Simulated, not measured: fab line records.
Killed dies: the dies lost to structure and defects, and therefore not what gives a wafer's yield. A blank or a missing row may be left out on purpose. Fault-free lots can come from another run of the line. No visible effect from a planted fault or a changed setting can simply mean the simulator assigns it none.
Split-lot experiment + flow n5 finfet + route with 1938 steps; 7 lots, 21 wafers read

== THE SPLIT ITSELF ==
At N5_MIM_TOP_ALD_01 (deposits HfO2, target thk 5.6 nm, pulse time 1 s, purge time 3 s), the setting ald cycles was moved away from the recipe's 62 on 9 of the 21 wafers read, by -8.1% to +16.1%. The other wafers ran this setting at the recipe's value.

The reading comes from the split's own step.

== THE READING ==
HfO2_of_MIM_TOP_ALD_01.thk nm (the simulator's own value, which no gauge read), in nm, at N5_MIM_TOP_ALD_01 (deposits HfO2, target thk 5.6 nm, pulse time 1 s, purge time 3 s). The file does not state a usual value for it.

| wafer  | tool, chamber at the split | ald cycles as run | against the recipe | HfO2_of_MIM_TOP_ALD_01.thk nm, nm | against lot-mates on the recipe |
|--------|----------------------------|-------------------|--------------------|-----------------------------------|---------------------------------|
| L074.1 | ald hk-03, 1,0,3           | 62                | recipe             | 5.6                               | -                               |
| L074.2 | ald hk-03, 1,0,3           | 62                | recipe             | 5.6                               | -                               |
| L074.5 | ald hk-03, 1,0,3           | 62                | recipe             | 5.6                               | -                               |
| L075.1 | ald hk-01, 2               | 58                | -6.5%              | 5.2                               | -0.4                            |
| L075.4 | ald hk-01, 3,2             | 62                | recipe             | 5.6                               | -                               |
| L075.6 | ald hk-01, 3,2             | 62                | recipe             | 5.6                               | -                               |
| L079.1 | ald hk-02, 1               | 62                | recipe             | 5.6                               | -                               |
| L079.4 | ald hk-02, 3,2             | 57                | -8.1%              | 5.2                               | -0.4                            |
| L079.5 | ald hk-02, 3,2             | 57                | -8.1%              | 5.2                               | -0.4                            |
| L081.1 | ald hk-03, 1,0             | 72                | +16.1%             | 6.6                               | no lot-mate on the recipe       |
| L081.5 | ald hk-03, 1,0             | 72                | +16.1%             | 6.6                               | no lot-mate on the recipe       |
| L081.3 | ald hk-03, 3               | 72                | +16.1%             | 6.4                               | no lot-mate on the recipe       |
| L085.1 | ald hk-01, 0,1,3           | 62                | recipe             | 5.6                               | -                               |
| L085.4 | ald hk-01, 0,1,3           | 62                | recipe             | 5.6                               | -                               |
| L085.6 | ald hk-01, 0,1,3           | 62                | recipe             | 5.6                               | -                               |
| L086.1 | ald hk-02, 3,1,2           | 70                | +12.9%             | 6.4                               | no lot-mate on the recipe       |
| L086.4 | ald hk-02, 3,1,2           | 70                | +12.9%             | 6.4                               | no lot-mate on the recipe       |
| L086.6 | ald hk-02, 3,1,2           | 70                | +12.9%             | 6.4                               | no lot-mate on the recipe       |
| L092.1 | ald hk-02, 0,1,1           | 62                | recipe             | 5.6                               | -                               |
| L092.3 | ald hk-02, 0,1,1           | 62                | recipe             | 5.6                               | -                               |
| L092.5 | ald hk-02, 0,1,1           | 62                | recipe             | 5.6                               | -                               |
Rows listing several chambers each stand for several wafers; the file does not say which wafer went through which chamber.

FIT RESULTS
A straight line over all 21 wafers: HfO2_of_MIM_TOP_ALD_01.thk nm changes by +0.0581 nm for each +1% of ald cycles; r = +1.00; the points scatter about the line by 0.047 nm.
The same after taking each lot's own level away (the mean of its wafers on the recipe; 15 wafers): +0.0525 nm for each +1%; r = +0.99; scatter 0.019 nm.
On that fit, the largest move of ald cycles shifts the reading by 0.85 nm.
The lots' own levels span 5.60 to 5.60 nm.
Thus the slope moves with the lot-to-lot level: the two fits are different.
Check: -0.439 nm against its lot-mates is what the line predicts for one of the wafers moved furthest among these (-8.1%) when that wafer is left out of the fit. It came out at -0.4 nm against them.

== THE OTHER SPLITS THESE WAFERS WENT THROUGH ==
Note: prior to the reading, these wafers also went through further splits. Each is held against what the fit with the lots' levels taken away leaves over:
| other split on the same wafers    | wafers away from the commonest value | r with HfO2_of_MIM_TOP_ALD_01.thk nm (lot level and that fit taken away) |
|-----------------------------------|--------------------------------------|--------------------------------------------------------------------------|
| N5_BEOL_M11_TRENCH_ETCH_37 bias w | 5                                    | +0.02                                                                    |
| N5_BEOL_M12_CMP_49 down force psi | 6                                    | +0.56                                                                    |
| N5_BEOL_M13_SPUTTER_43 time s     | 6                                    | +0.16                                                                    |
| N5_BEOL_M15_ILD_DEP_00 time s     | 4                                    | -0.10                                                                    |
| N5_BEOL_M15_EXPOSE_07 dose mj     | 10                                   | -0.32                                                                    |
| N5_BEOL_M15_CMP_49 down force psi | 8                                    | +0.49                                                                    |

== FILE'S OWN FIT ==
HfO2_of_MIM_TOP_ALD_01.thk nm changes by +0.0544 nm for each +1% of ald cycles, r = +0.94.
